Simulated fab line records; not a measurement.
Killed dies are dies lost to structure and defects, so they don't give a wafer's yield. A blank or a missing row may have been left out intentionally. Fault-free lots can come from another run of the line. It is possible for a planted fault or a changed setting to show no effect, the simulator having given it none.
Chamber matching / flow n5_finfet / N5_GATE_CUT_PECVD_57 on pecvd-04 has 3 sister chambers
The step deposits SiNx from SiH4/NH3/N2, target thk 21 nm. 18 wafers are shown with their chamber, then 9 later ones without.

WAFERS WITH THEIR CHAMBER
wafer=L075.1; chamber=0; throttle_valve_pct (%)=37.4; showerhead_plenum_p_Torr (Torr)=5.25; heater_power_w (W)=761
wafer=L075.3; chamber=2; throttle_valve_pct (%)=36.1; showerhead_plenum_p_Torr (Torr)=5.18; heater_power_w (W)=815
wafer=L075.5; chamber=0; throttle_valve_pct (%)=37.5; showerhead_plenum_p_Torr (Torr)=5.26; heater_power_w (W)=761
wafer=L077.1; chamber=2; throttle_valve_pct (%)=36.5; showerhead_plenum_p_Torr (Torr)=5.18; heater_power_w (W)=762
wafer=L077.2; chamber=0; throttle_valve_pct (%)=37.8; showerhead_plenum_p_Torr (Torr)=5.25; heater_power_w (W)=792
wafer=L077.6; chamber=1; throttle_valve_pct (%)=41.1; showerhead_plenum_p_Torr (Torr)=5.20; heater_power_w (W)=871
wafer=L078.3; chamber=0; throttle_valve_pct (%)=37.3; showerhead_plenum_p_Torr (Torr)=5.26; heater_power_w (W)=731
wafer=L078.5; chamber=0; throttle_valve_pct (%)=37.5; showerhead_plenum_p_Torr (Torr)=5.26; heater_power_w (W)=710
wafer=L078.6; chamber=2; throttle_valve_pct (%)=36.2; showerhead_plenum_p_Torr (Torr)=5.19; heater_power_w (W)=758
wafer=L082.4; chamber=1; throttle_valve_pct (%)=41.1; showerhead_plenum_p_Torr (Torr)=5.19; heater_power_w (W)=885
wafer=L082.5; chamber=2; throttle_valve_pct (%)=36.7; showerhead_plenum_p_Torr (Torr)=5.18; heater_power_w (W)=766
wafer=L082.6; chamber=0; throttle_valve_pct (%)=37.4; showerhead_plenum_p_Torr (Torr)=5.26; heater_power_w (W)=759
wafer=L087.1; chamber=1; throttle_valve_pct (%)=41.0; showerhead_plenum_p_Torr (Torr)=5.19; heater_power_w (W)=818
wafer=L087.4; chamber=2; throttle_valve_pct (%)=36.6; showerhead_plenum_p_Torr (Torr)=5.19; heater_power_w (W)=775
wafer=L087.5; chamber=1; throttle_valve_pct (%)=41.1; showerhead_plenum_p_Torr (Torr)=5.18; heater_power_w (W)=826
wafer=L088.1; chamber=0; throttle_valve_pct (%)=37.7; showerhead_plenum_p_Torr (Torr)=5.26; heater_power_w (W)=747
wafer=L088.3; chamber=2; throttle_valve_pct (%)=36.7; showerhead_plenum_p_Torr (Torr)=5.19; heater_power_w (W)=780
wafer=L088.6; chamber=1; throttle_valve_pct (%)=40.9; showerhead_plenum_p_Torr (Torr)=5.19; heater_power_w (W)=860

SIGNATURES (averages over the wafers above)
reading=throttle_valve_pct; chamber 0=37.514; chamber 1=41.040; chamber 2=36.467; scatter within a chamber=0.192
reading=showerhead_plenum_p_Torr; chamber 0=5.2571; chamber 1=5.1900; chamber 2=5.1850; scatter within a chamber=0.00573
reading=heater_power_w; chamber 0=751.57; chamber 1=852.00; chamber 2=776.00; scatter within a chamber=25.2
Rule: distance of a wafer from a chamber = root of the sum over the readings of ((wafer's reading minus chamber's mean) / reading's scatter) squared. The wafer belongs to the nearest chamber; if the next one is less than 2 further off, it can't be placed. The scatter: take each reading less its chamber's mean, square it, sum over the shown wafers, divide by the number of wafers less the number of chambers, and take the root.

WAFERS WITHOUT THEIR CHAMBER
wafer=L095.2; throttle_valve_pct (%)=40.9; showerhead_plenum_p_Torr (Torr)=5.18; heater_power_w (W)=861
wafer=L095.3; throttle_valve_pct (%)=37.6; showerhead_plenum_p_Torr (Torr)=5.24; heater_power_w (W)=774
wafer=L095.5; throttle_valve_pct (%)=36.8; showerhead_plenum_p_Torr (Torr)=5.18; heater_power_w (W)=802
wafer=L096.1; throttle_valve_pct (%)=36.9; showerhead_plenum_p_Torr (Torr)=5.19; heater_power_w (W)=820
wafer=L096.2; throttle_valve_pct (%)=41.0; showerhead_plenum_p_Torr (Torr)=5.19; heater_power_w (W)=856
wafer=L096.3; throttle_valve_pct (%)=37.7; showerhead_plenum_p_Torr (Torr)=5.26; heater_power_w (W)=662
wafer=L096.4; throttle_valve_pct (%)=37.8; showerhead_plenum_p_Torr (Torr)=5.26; heater_power_w (W)=677
wafer=L096.5; throttle_valve_pct (%)=41.0; showerhead_plenum_p_Torr (Torr)=5.18; heater_power_w (W)=853
wafer=L096.6; throttle_valve_pct (%)=36.8; showerhead_plenum_p_Torr (Torr)=5.18; heater_power_w (W)=822

THE CHAMBER EACH PASSED THROUGH
wafer=L095.2; from the rows above=1; in truth=1
wafer=L095.3; from the rows above=0; in truth=0
wafer=L095.5; from the rows above=2; in truth=2
wafer=L096.1; from the rows above=2; in truth=2
wafer=L096.2; from the rows above=1; in truth=1
wafer=L096.3; from the rows above=0; in truth=0
wafer=L096.4; from the rows above=0; in truth=0
wafer=L096.5; from the rows above=1; in truth=1
wafer=L096.6; from the rows above=2; in truth=2
Correctly placed: 9 of 9. Number that these rows cannot place: 0. Number placed wrongly: 0.
